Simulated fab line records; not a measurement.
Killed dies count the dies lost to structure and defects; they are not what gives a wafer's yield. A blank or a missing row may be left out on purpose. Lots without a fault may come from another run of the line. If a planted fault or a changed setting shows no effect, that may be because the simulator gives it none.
fab line records | flow n5-finfet
record lots=24 wafers=72 last-day=18
route steps=1938 shown BEOL_M12@1658 BEOL_M13@1660
lots untouched by any fault: they come from a run of this same line in which no faults occurred
start-h: hours from the record's opening day to when the first of the lot's shown wafers began | wait-h: hours since the lot's step before | " unchanged from the row above | L1.1+2: one row covering several wafers at once | - either no value or no given start | * or withheld: withheld | < > ~ a bound
route shown NAME@n: names a module that has steps shown in the file, with the first one's number in the route | usual: average and standard deviation across the fault-free wafers | same: alike in all rows | chamber/n: place in a boat | sites: each site's reading | _std_site: the values' standard deviation | _edge_site: the outer-site mean with the inner-site mean subtracted | radius-mm: for every site, how far away it sits from the centre of the wafer | mask NAME#n: copy n | behind: tool/chamber where the wafer was last shaped | hold: reason for holding the lot/hours on hold/outcome of the hold | device: the n, p or np transistor that did not switch | end of line: tests of these same wafers at the route's end | a step given without rows: its recipe and nothing more | killed: the dies lost at the first sort to structure and to defects; this is not the yield of the wafer | map: shows each die of a wafer: x if killed, . if not, _ if none is there
set.NAME: the run value of the setting; set.NAME@STEP: its run value at that earlier step | model.NAME: the simulator's own value behind a step, which no gauge read
one table for each step of the route and one row for each wafer, over a sample of lots
services: from which hour (start-h, from the record's first day; less than 0 if before it) a tool's chamber was out of use, for how many hours, and why
## steps
# step N5_BEOL_M12_INSPECT_55
# recipe inspect-instrument=darkfield mode=post-dep
# usual raw-defect-count=62/21
# columns lot.wafer tool chamber start-h wait-h raw-defect-count
L074.2 defect-inspect-01 - 261.71 0.0 70
L074.5 " - " " 42
L074.6 " - " " 63
L075.2 defect-inspect-02 - 262.16 0.0 86
L075.3 " - " " 81
L075.5 " - " " 75
L076.1 defect-inspect-01 - 278.92 0.0 56
L076.2 " - " " 51
L076.5 " - " " 60
L077.1 defect-inspect-01 - 279.19 0.0 82
L077.2 " - " " 86
L077.5 " - " " 73
L078.1 defect-inspect-02 - 279.67 0.0 39
L078.4 " - " " 66
L078.6 " - " " 63
L081.2 defect-inspect-01 - 286.33 0.0 44
L081.5 " - " " 52
L081.6 " - " " 67
L082.1 defect-inspect-01 - 295.27 0.0 45
L082.5 " - " " 45
L082.6 " - " " 75
L080.1 defect-inspect-02 - 305.24 0.0 37
L080.3 " - " " 44
L080.4 " - " " 36
L079.2 defect-inspect-02 - 305.50 0.0 77
L079.3 " - " " 84
L079.4 " - " " 60
L084.1 defect-inspect-02 - 306.36 0.0 87
L084.3 " - " " 80
L084.6 " - " " 117
L083.1 defect-inspect-01 - 312.78 0.0 39
L083.3 " - " " 45
L083.4 " - " " 44
L086.3 defect-inspect-01 - 316.84 0.0 67
L086.4 " - " " 83
L086.5 " - " " 63
L085.1 defect-inspect-01 - 321.89 0.0 68
L085.3 " - " " 75
L085.6 " - " " 58
L090.2 defect-inspect-01 - 333.55 0.0 118
L090.4 " - " " 76
L090.6 " - " " 78
L087.1 defect-inspect-01 - 339.44 0.0 89
L087.4 " - " " 91
L087.5 " - " " 89
L088.1 defect-inspect-02 - 345.03 0.0 54
L088.3 " - " " 41
L088.6 " - " " 66
L089.1 defect-inspect-02 - 347.88 0.0 47
L089.3 " - " " 51
L089.5 " - " " 38
L092.4 defect-inspect-01 - 356.82 0.0 110
L092.5 " - " " 71
L092.6 " - " " 70
L091.1 defect-inspect-02 - 362.50 0.0 56
L091.5 " - " " 104
L091.6 " - " " 44
L093.2 defect-inspect-02 - 366.83 0.0 39
L093.4 " - " " 42
L093.5 " - " " 48
L094.2 defect-inspect-01 - 372.96 0.0 59
L094.4 " - " " 43
L094.6 " - " " 58
L095.1 defect-inspect-01 - 385.38 0.0 42
L095.4 " - " " 42
L095.5 " - " " 46
L096.2 defect-inspect-01 - 389.81 0.0 38
L096.4 " - " " 55
L096.6 " - " " 45
L097.4 defect-inspect-02 - 395.49 0.0 61
L097.5 " - " " 53
L097.6 " - " " 27
# step N5_BEOL_M13_THK_MEAS_01
# recipe reads=SiOC_of_BEOL_M13_ILD_DEP_00
# usual M13_ILD_THK=841/9.8
# columns lot.wafer tool chamber start-h wait-h M13_ILD_THK[nm]
L074.2 film-metro-01 - 261.90 0.1 838
L074.5 " - " " 838
L074.6 " - " " 843
L075.2 film-metro-01 - 262.35 0.1 829
L075.3 " - " " 842
L075.5 " - " " 853
L076.1 film-metro-02 - 279.11 0.1 830
L076.2 " - " " 826
L076.5 " - " " 840
L077.1 film-metro-02 - 279.38 0.1 838
L077.2 " - " " 838
L077.5 " - " " 844
L078.1 film-metro-02 - 279.86 0.1 850
L078.4 " - " " 849
L078.6 " - " " 854
L081.2 film-metro-01 - 286.58 0.2 830
L081.5 " - " " 847
L081.6 " - " " 852
L082.1 film-metro-01 - 295.46 0.1 815
L082.5 " - " " 842
L082.6 " - " " 828
L080.1 film-metro-01 - 305.49 0.2 834
L080.3 " - " " 850
L080.4 " - " " 832
L079.2 film-metro-02 - 305.68 0.1 823
L079.3 " - " " 828
L079.4 " - " " 835
L084.1 film-metro-01 - 306.55 0.1 829
L084.3 " - " " 839
L084.6 " - " " 832
L083.1 film-metro-02 - 312.96 0.1 844
L083.3 " - " " 825
L083.4 " - " " 847
L086.3 film-metro-01 - 317.03 0.1 827
L086.4 " - " " 835
L086.5 " - " " 832
L085.1 film-metro-02 - 322.08 0.1 842
L085.3 " - " " 833
L085.6 " - " " 857
L090.2 film-metro-02 - 333.74 0.1 829
L090.4 " - " " 842
L090.6 " - " " 853
L087.1 film-metro-01 - 339.69 0.2 815
L087.4 " - " " 841
L087.5 " - " " 843
L088.1 film-metro-01 - 345.22 0.1 838
L088.3 " - " " 843
L088.6 " - " " 844
L089.1 film-metro-01 - 348.07 0.1 828
L089.3 " - " " 829
L089.5 " - " " 839
L092.4 film-metro-01 - 357.01 0.0 857
L092.5 " - " " 857
L092.6 " - " " 858
L091.1 film-metro-01 - 362.68 0.1 826
L091.5 " - " " 852
L091.6 " - " " 847
L093.2 film-metro-01 - 367.08 0.2 838
L093.4 " - " " 844
L093.5 " - " " 838
L094.2 film-metro-01 - 373.15 0.1 845
L094.4 " - " " 856
L094.6 " - " " 857
L095.1 film-metro-01 - 385.57 0.1 835
L095.4 " - " " 845
L095.5 " - " " 846
L096.2 film-metro-01 - 390.00 0.1 839
L096.4 " - " " 840
L096.6 " - " " 854
L097.4 film-metro-02 - 395.68 0.0 854
L097.5 " - " " 855
L097.6 " - " " 847
# step N5_BEOL_M13_INSPECT_30
# recipe mode=adi inspect-instrument=macro
# usual raw-defect-count=2.1/1.4
# columns lot.wafer tool chamber start-h wait-h raw-defect-count
L074.2 defect-inspect-02 - 263.71 0.0 1
L074.5 " - " " 3
L074.6 " - " " 4
L075.2 defect-inspect-01 - 263.74 0.0 2
L075.3 " - " " 3
L075.5 " - " " 1
L076.1 defect-inspect-02 - 280.66 0.0 2
L076.2 " - " " 2
L076.5 " - " " 2
L077.1 defect-inspect-01 - 280.90 0.0 0
L077.2 " - " " 4
L077.5 " - " " 2
L078.1 defect-inspect-01 - 281.29 0.0 2
L078.4 " - " " 4
L078.6 " - " " 1
L081.2 defect-inspect-01 - 288.18 0.0 1
L081.5 " - " " 0
L081.6 " - " " 4
L082.1 defect-inspect-01 - 296.92 0.0 1
L082.5 " - " " 2
L082.6 " - " " 5
L080.1 defect-inspect-01 - 306.79 0.0 1
L080.3 " - " " 2
L080.4 " - " " 0
L079.2 defect-inspect-02 - 307.24 0.0 4
L079.3 " - " " 0
L079.4 " - " " 2
L084.1 defect-inspect-01 - 308.03 0.0 1
L084.3 " - " " 1
L084.6 " - " " 5
L083.1 defect-inspect-01 - 314.40 0.0 3
L083.3 " - " " 4
L083.4 " - " " 2
L086.3 defect-inspect-01 - 318.45 0.0 4
L086.4 " - " " 3
L086.5 " - " " 5
L085.1 defect-inspect-01 - 323.51 0.0 2
L085.3 " - " " 1
L085.6 " - " " 2
L090.2 defect-inspect-02 - 335.33 0.0 0
L090.4 " - " " 1
L090.6 " - " " 2
L087.1 defect-inspect-01 - 341.61 0.0 1
L087.4 " - " " 2
L087.5 " - " " 3
L088.1 defect-inspect-02 - 346.55 0.0 2
L088.3 " - " " 1
L088.6 " - " " 1
L089.1 defect-inspect-01 - 349.37 0.0 3
L089.3 " - " " 2
L089.5 " - " " 1
L092.4 defect-inspect-01 - 358.43 0.0 1
L092.5 " - " " 2
L092.6 " - " " 2
L091.1 defect-inspect-01 - 364.11 0.0 2
L091.5 " - " " 1
L091.6 " - " " 2
L093.2 defect-inspect-02 - 368.55 0.0 1
L093.4 " - " " 3
L093.5 " - " " 1
L094.2 defect-inspect-02 - 374.58 0.0 3
L094.4 " - " " 2
L094.6 " - " " 0
L095.1 defect-inspect-01 - 386.87 0.0 2
L095.4 " - " " 3
L095.5 " - " " 0
L096.2 defect-inspect-01 - 391.31 0.0 1
L096.4 " - " " 2
L096.6 " - " " 1
L097.4 defect-inspect-01 - 397.25 0.0 2
L097.5 " - " " 2
L097.6 " - " " 3
# step N5_BEOL_M13_ETCH_67
# recipe chemistry=CF4 target=SiARC target-depth-a=1430 time-s=238.3 ion-energy-ev=80 pressure-mtorr=40 source-w=545 bias-w=36 Ar_flow_sccm=100 cf4-flow-sccm=100 ends=cleared
# usual drypump-motor-current-A=5.9/0.4 etch-rf-on-time-s=242/7.4 oes-product-au=0.66/0.074 rf-vpp-V=184.3/1 showerhead-plenum-p-Torr=2.15/0.054 throttle-valve-pct=15.65/0.29
# columns lot.wafer tool chamber start-h wait-h drypump-motor-current-A etch-rf-on-time-s oes-product-au rf-hours-counter-h rf-vpp-V showerhead-plenum-p-Torr throttle-valve-pct
L074.2 rie-diel-04 3 263.80 0.0 5.3 243 0.61 212 186.6 2.20 15.95
L074.5 " 3 " " 5.3 242 0.62 - 185.1 2.20 15.96
L074.6 " 0 " " 6.1 246 0.70 - 183.8 2.16 15.22
L075.2 rie-diel-06 1 263.85 0.0 5.3 252 0.61 166 183.6 2.14 15.68
L075.3 " 3 " " 6.0 248 0.58 223 181.7 2.03 15.95
L075.5 " 3 " " 6.0 246 0.59 - 183.6 2.03 15.96
L076.1 rie-diel-03 2 280.73 0.0 5.7 230 0.69 102 183.5 2.09 15.49
L076.2 " 3 " " 6.3 247 0.75 28 183.3 2.17 15.13
L076.5 " 3 " " 6.3 249 0.75 - 185.5 2.17 15.12
L077.1 rie-diel-06 0 280.97 0.0 5.4 237 0.60 218 182.6 2.12 16.14
L077.2 " 1 " " 5.3 252 0.60 172 185.0 2.14 15.71
L077.5 " 0 " " 5.4 236 0.60 - 186.5 2.12 16.14
L078.1 rie-diel-03 3 281.51 0.0 6.3 248 0.74 29 184.1 2.17 15.13
L078.4 " 1 " " 5.7 251 0.56 230 184.8 2.21 15.88
L078.6 " 3 " " 6.3 245 0.76 - 184.4 2.17 15.12
L081.2 rie-diel-06 2 288.29 0.0 5.5 236 0.66 113 184.2 2.07 15.59
L081.5 " 3 " " 6.0 249 0.58 - 183.8 2.03 15.97
L081.6 " 0 " " 5.4 238 0.59 - 184.2 2.12 16.14
L082.1 rie-diel-03 2 297.01 0.0 5.7 232 0.68 107 183.2 2.09 15.52
L082.5 " 0 " " 6.2 234 0.80 - 184.2 2.18 15.52
L082.6 " 3 " " 6.3 247 0.74 - 184.8 2.17 15.16
L080.1 rie-diel-04 1 306.86 0.0 6.3 249 0.61 182 183.6 2.22 15.68
L080.3 " 3 " " 5.4 243 0.60 225 185.6 2.19 15.99
L080.4 " 0 " " 6.1 246 0.69 - 185.1 2.16 15.25
L079.2 rie-diel-04 0 307.45 0.0 6.1 246 0.69 105 183.9 2.16 15.27
L079.3 " 1 " " 6.3 248 0.60 182 183.9 2.22 15.68
L079.4 " 0 " " 6.1 245 0.69 - 184.5 2.16 15.26
L084.1 rie-diel-04 0 308.14 0.0 6.1 245 0.69 106 184.8 2.16 15.27
L084.3 " 1 " " 6.4 249 0.60 183 184.6 2.22 15.69
L084.6 " 0 " " 6.1 247 0.68 - 183.9 2.16 15.25
L083.1 rie-diel-04 0 314.47 0.0 6.1 245 0.68 108 184.9 2.16 15.26
L083.3 " 2 " " 6.4 231 0.79 17 185.2 2.17 15.48
L083.4 " 1 " " 6.4 248 0.60 185 186.4 2.22 15.69
L086.3 rie-diel-03 0 318.61 0.1 6.2 235 0.78 - 183.2 2.18 15.53
L086.4 " 2 " " 5.7 232 0.67 - 183.9 2.08 15.50
L086.5 " 2 " " 5.7 231 0.67 - 182.9 2.08 15.53
L085.1 rie-diel-04 1 323.58 0.0 6.3 248 0.61 188 184.9 2.22 15.70
L085.3 " 0 " " 6.1 247 0.68 111 186.2 2.16 15.27
L085.6 " 0 " " 6.1 245 0.68 - 184.7 2.16 15.28
L090.2 rie-diel-04 1 335.40 0.0 6.3 248 0.60 192 185.1 2.22 15.71
L090.4 " 0 " " 6.1 244 0.68 - 183.5 2.15 15.28
L090.6 " 1 " " 6.3 247 0.60 - 184.1 2.22 15.70
L087.1 rie-diel-03 1 341.68 0.0 5.7 253 0.56 246 184.2 2.20 15.91
L087.4 " 0 " " 6.2 235 0.77 31 183.9 2.18 15.55
L087.5 " 1 " " 5.7 252 0.55 - 184.4 2.20 15.90
L088.1 rie-diel-06 2 346.62 0.0 5.5 237 0.66 130 182.5 2.06 15.62
L088.3 " 0 " " 5.4 239 0.58 240 184.2 2.12 16.19
L088.6 " 1 " " 5.3 256 0.59 - 184.1 2.13 15.73
L089.1 rie-diel-06 0 349.44 0.0 5.4 237 0.59 241 184.1 2.12 16.17
L089.3 " 2 " " 5.5 234 0.66 131 182.9 2.06 15.62
L089.5 " 0 " " 5.4 237 0.58 - 183.6 2.12 16.18
L092.4 rie-diel-04 1 358.50 0.0 6.3 244 0.60 199 185.8 2.21 15.72
L092.5 " 0 " " 6.1 243 0.68 - 183.9 2.15 15.29
L092.6 " 3 " " 5.3 242 0.60 - 185.2 2.19 16.02
L091.1 rie-diel-04 0 364.18 0.0 6.1 245 0.67 123 185.8 2.15 15.31
L091.5 " 1 " " 6.3 245 0.60 - 183.3 2.21 15.71
L091.6 " 2 " " 6.4 230 0.77 - 186.6 2.17 15.51
L093.2 rie-diel-04 1 368.62 0.0 6.3 246 0.59 202 185.9 2.21 15.74
L093.4 " 3 " " 5.3 242 0.59 242 184.0 2.19 16.03
L093.5 " 1 " " 6.3 245 0.60 - 185.5 2.21 15.74
L094.2 rie-diel-06 0 374.65 0.0 5.4 237 0.58 250 184.0 2.11 16.20
L094.4 " 2 " " 5.5 233 0.65 - 183.7 2.06 15.65
L094.6 " 1 " " 5.3 254 0.59 - 183.7 2.13 15.74
L095.1 rie-diel-06 1 386.94 0.0 5.3 254 0.58 205 183.3 2.13 15.75
L095.4 " 1 " " 5.3 255 0.59 - 183.7 2.13 15.75
L095.5 " 2 " " 5.4 235 0.64 - 182.7 2.06 15.65
L096.2 rie-diel-03 0 391.38 0.0 6.1 230 0.76 46 184.4 2.17 15.57
L096.4 " 2 " " 5.7 229 0.66 139 183.4 2.07 15.57
L096.6 " 1 " " 5.7 249 0.78 - 183.6 2.20 15.44
L097.4 rie-diel-04 2 397.32 0.0 6.3 232 0.76 40 183.7 2.17 15.51
L097.5 " 3 " " 5.3 245 0.59 - 185.9 2.19 16.03
L097.6 " 0 " " 6.1 245 0.67 - 184.1 2.15 15.32
# step N5_BEOL_M13_ETCH_38
# recipe chemistry=CF4/N2 target=SiCN target-depth-a=675 taper-deg=2 time-s=71.9 ion-energy-ev=150 mask-material=SiO2 pressure-mtorr=40 source-w=430 bias-w=70 Ar_flow_sccm=100 cf4-flow-sccm=60 n2-flow-sccm=60
# usual drypump-motor-current-A=5.8/0.38 oes-product-au=0.77/0.092 rf-vpp-V=382.3/1.7 showerhead-plenum-p-Torr=2.20/0.06 throttle-valve-pct=15.51/0.27
# columns lot.wafer tool chamber start-h wait-h drypump-motor-current-A oes-product-au rf-hours-counter-h rf-vpp-V showerhead-plenum-p-Torr throttle-valve-pct
L074.2 rie-diel-03 0 267.36 - 6.2 0.97 5 384.4 2.25 15.33
L074.5 " 1 " " 5.7 0.66 - 384.2 2.27 15.69
L074.6 " 2 " " 5.7 0.81 - 380.5 2.15 15.31
L075.2 rie-diel-06 3 267.66 - 5.9 0.68 225 379.9 2.09 15.82
L075.3 " 2 " " 5.5 0.79 106 381.1 2.13 15.42
L075.5 " 2 " " 5.5 0.80 - 381.9 2.13 15.42
L076.1 rie-diel-06 2 283.98 - 5.5 0.79 111 380.5 2.13 15.40
L076.2 " 3 " " 6.0 0.68 230 378.9 2.09 15.81
L076.5 " 3 " " 6.0 0.68 - 379.0 2.09 15.80
L077.1 rie-diel-06 0 284.08 - 5.4 0.70 219 382.0 2.18 15.92
L077.2 " 3 " " 6.0 0.68 230 378.2 2.09 15.82
L077.5 " 3 " " 6.0 0.68 - 380.5 2.09 15.81
L078.1 rie-diel-04 2 284.39 - 6.4 0.96 9 385.1 2.25 15.31
L078.4 " 1 " " 6.3 0.71 174 386.0 2.29 15.53
L078.6 " 0 " " 6.1 0.81 - 382.5 2.23 15.06
L081.2 rie-diel-03 3 293.69 - 6.3 0.86 32 383.2 2.24 14.98
L081.5 " 0 " " 6.2 0.94 - 384.8 2.25 15.33
L081.6 " 1 " " 5.7 0.65 - 383.8 2.27 15.70
L082.1 rie-diel-04 0 297.93 - 6.1 0.80 102 384.0 2.22 15.08
L082.5 " 2 " " 6.3 0.95 - 384.5 2.25 15.33
L082.6 " 1 " " 6.3 0.71 - 384.9 2.29 15.54
L080.1 rie-diel-04 0 307.96 - 6.1 0.79 105 383.1 2.22 15.09
L080.3 " 3 " " 5.3 0.70 226 382.8 2.27 15.84
L080.4 " 3 " " 5.3 0.71 - 383.2 2.27 15.84
L079.2 rie-diel-06 3 311.97 - 5.9 0.67 240 380.3 2.08 15.84
L079.3 " 1 " " 5.3 0.70 180 382.9 2.20 15.54
L079.4 " 0 " " 5.4 0.70 230 382.0 2.18 15.95
L084.1 rie-diel-06 0 312.12 - 5.4 0.69 230 381.3 2.18 15.95
L084.3 " 2 " " 5.5 0.78 121 379.6 2.13 15.43
L084.6 " 1 " " 5.3 0.70 - 381.5 2.20 15.55
L083.1 rie-diel-03 3 316.19 - 6.3 0.85 40 383.6 2.23 15.02
L083.3 " 0 " " 6.2 0.92 21 382.4 2.25 15.36
L083.4 " 2 " " 5.7 0.79 - 380.6 2.15 15.35
L086.3 rie-diel-03 0 320.46 - 6.2 0.92 23 382.9 2.25 15.36
L086.4 " 0 " " 6.2 0.92 - 384.3 2.25 15.37
L086.5 " 2 " " 5.7 0.79 - 380.3 2.15 15.34
L085.1 rie-diel-06 0 331.77 - 5.4 0.69 235 380.6 2.17 15.98
L085.3 " 1 " " 5.3 0.70 186 382.7 2.20 15.56
L085.6 " 2 " " 5.5 0.77 - 379.7 2.12 15.46
L090.2 rie-diel-03 3 337.23 - 6.3 0.84 43 383.2 2.23 15.00
L090.4 " 0 " " 6.2 0.92 29 383.1 2.25 15.41
L090.6 " 1 " " 5.7 0.65 - 383.9 2.27 15.73
L087.1 rie-diel-06 2 342.88 - 5.5 0.77 129 383.0 2.12 15.46
L087.4 " 1 " " 5.3 0.69 - 381.7 2.20 15.56
L087.5 " 2 " " 5.5 0.77 - 382.0 2.12 15.46
L088.1 rie-diel-04 0 349.79 - 6.1 0.79 119 381.7 2.22 15.11
L088.3 " 2 " " 6.4 0.91 28 382.8 2.24 15.36
L088.6 " 2 " " 6.4 0.91 - 385.4 2.24 15.36
L089.1 rie-diel-03 1 350.10 - 5.7 0.64 249 383.9 2.26 15.73
L089.3 " 0 " " 6.2 0.90 34 382.6 2.24 15.39
L089.5 " 2 " " 5.7 0.78 - 381.1 2.14 15.38
L092.4 rie-diel-06 0 366.16 - 5.4 0.68 - 381.8 2.17 15.98
L092.5 " 1 " " 5.3 0.69 - 381.3 2.20 15.57
L092.6 " 2 " " 5.5 0.76 - 381.4 2.12 15.48
L091.1 rie-diel-04 1 369.38 - 6.3 0.70 203 384.7 2.28 15.58
L091.5 " 2 " " 6.3 0.89 - 383.9 2.24 15.37
L091.6 " 3 " " 5.3 0.69 - 383.7 2.26 15.89
L093.2 rie-diel-06 2 369.38 - 5.5 0.76 139 380.5 2.12 15.49
L093.4 " 2 " " 5.5 0.76 - 380.8 2.12 15.48
L093.5 " 0 " " 5.4 0.68 - 382.0 2.17 15.99
L094.2 rie-diel-03 0 375.49 - 6.2 0.88 41 383.1 2.24 15.41
L094.4 " 1 " " 5.7 0.93 1 384.4 2.26 15.23
L094.6 " 3 " " 6.3 0.83 - 381.5 2.23 15.02
L096.2 rie-diel-03 1 393.01 - 5.8 0.90 8 383.8 2.26 15.25
L096.4 " 0 " " 6.2 0.87 47 383.1 2.24 15.42
L096.6 " 2 " " 5.7 0.77 - 380.7 2.14 15.41
L095.1 rie-diel-04 1 393.29 - 6.3 0.69 208 384.4 2.28 15.58
L095.4 " 0 " " 6.1 0.79 131 383.3 2.21 15.13
L095.5 " 3 " " 5.4 0.69 - 382.9 2.26 15.88
L097.4 rie-diel-06 0 398.58 - 5.4 1.04 0 381.6 2.17 15.48
L097.5 " 0 " " 5.4 1.05 - 379.5 2.17 15.47
L097.6 " 1 " " 5.3 0.68 - 381.7 2.19 15.60
# step N5_BEOL_M13_THK_MEAS_50
# recipe thk-meas-gauge=xrf reads=Cu_of_BEOL_M13_ECD_47
# usual M13_THK=423/7.4
# columns lot.wafer tool chamber start-h wait-h M13_THK[nm]
L074.2 film-metro-02 - 268.84 - 426
L074.5 " - " " 428
L074.6 " - " " 419
L075.2 film-metro-01 - 269.14 - 411
L075.3 " - " " 412
L075.5 " - " " 409
L076.1 film-metro-01 - 285.46 - 423
L076.2 " - " " 414
L076.5 " - " " 418
L077.1 film-metro-01 - 285.64 - 416
L077.2 " - " " 421
L077.5 " - " " 419
L078.1 film-metro-02 - 285.73 - 430
L078.4 " - " " 420
L078.6 " - " " 430
L081.2 film-metro-02 - 295.36 - 429
L081.5 " - " " 427
L081.6 " - " " 426
L082.1 film-metro-02 - 300.60 - 435
L082.5 " - " " 442
L082.6 " - " " 429
L080.1 film-metro-02 - 309.34 - 411
L080.3 " - " " 423
L080.4 " - " " 419
L079.2 film-metro-01 - 313.57 - 420
L079.3 " - " " 411
L079.4 " - " " 420
L084.1 film-metro-02 - 313.70 - 426
L084.3 " - " " 411
L084.6 " - " " 419
L083.1 film-metro-02 - 317.84 - 422
L083.3 " - " " 434
L083.4 " - " " 414
L086.3 film-metro-01 - 322.08 - 425
L086.4 " - " " 421
L086.5 " - " " 423
L085.1 film-metro-02 - 333.66 - 419
L085.3 " - " " 425
L085.6 " - " " 426
L090.2 film-metro-02 - 338.83 - 416
L090.4 " - " " 426
L090.6 " - " " 414
L087.1 film-metro-02 - 344.46 - 415
L087.4 " - " " 434
L087.5 " - " " 416
L088.1 film-metro-01 - 351.46 - 422
L088.3 " - " " 417
L088.6 " - " " 415
L089.1 film-metro-02 - 352.14 - 415
L089.3 " - " " 421
L089.5 " - " " 417
L092.4 film-metro-01 - 367.42 - 415
L092.5 " - " " 422
L092.6 " - " " 422
L091.1 film-metro-02 - 370.69 - 420
L091.5 " - " " 419
L091.6 " - " " 439
L093.2 film-metro-01 - 371.01 - 422
L093.4 " - " " 419
L093.5 " - " " 423
L094.2 film-metro-01 - 377.18 - 416
L094.4 " - " " 425
L094.6 " - " " 417
L096.2 film-metro-02 - 395.06 - 430
L096.4 " - " " 432
L096.6 " - " " 427
L095.1 film-metro-02 - 395.37 - 414
L095.4 " - " " 418
L095.5 " - " " 422
L097.4 film-metro-01 - 400.12 - 431
L097.5 " - " " 414
L097.6 " - " " 419
## services
# columns tool chamber start-h hours kind
rie-diel-03 - 272.06 0.8 repair
rie-diel-03 3 317.24 8.8 repair
rie-diel-04 3 334.18 5.4 repair
rie-diel-06 3 342.84 - clean
rie-diel-06 3 342.84 - consumable-replace:esc
rie-diel-06 3 342.84 - consumable-replace:focus-ring
rie-diel-06 3 342.84 - consumable-replace:showerhead
rie-diel-06 3 342.84 36.3 scheduled-down
rie-diel-06 3 342.84 36.3 vent-cycle
rie-diel-03 1 354.41 - clean
rie-diel-03 1 354.41 - consumable-replace:focus-ring
rie-diel-03 1 354.41 15.8 scheduled-down
rie-diel-03 1 354.41 15.8 vent-cycle
rie-diel-06 0 379.16 - clean
rie-diel-06 0 379.16 - consumable-replace:focus-ring
rie-diel-06 0 379.16 18.8 scheduled-down
rie-diel-06 0 379.16 18.8 vent-cycle
## key
fault none
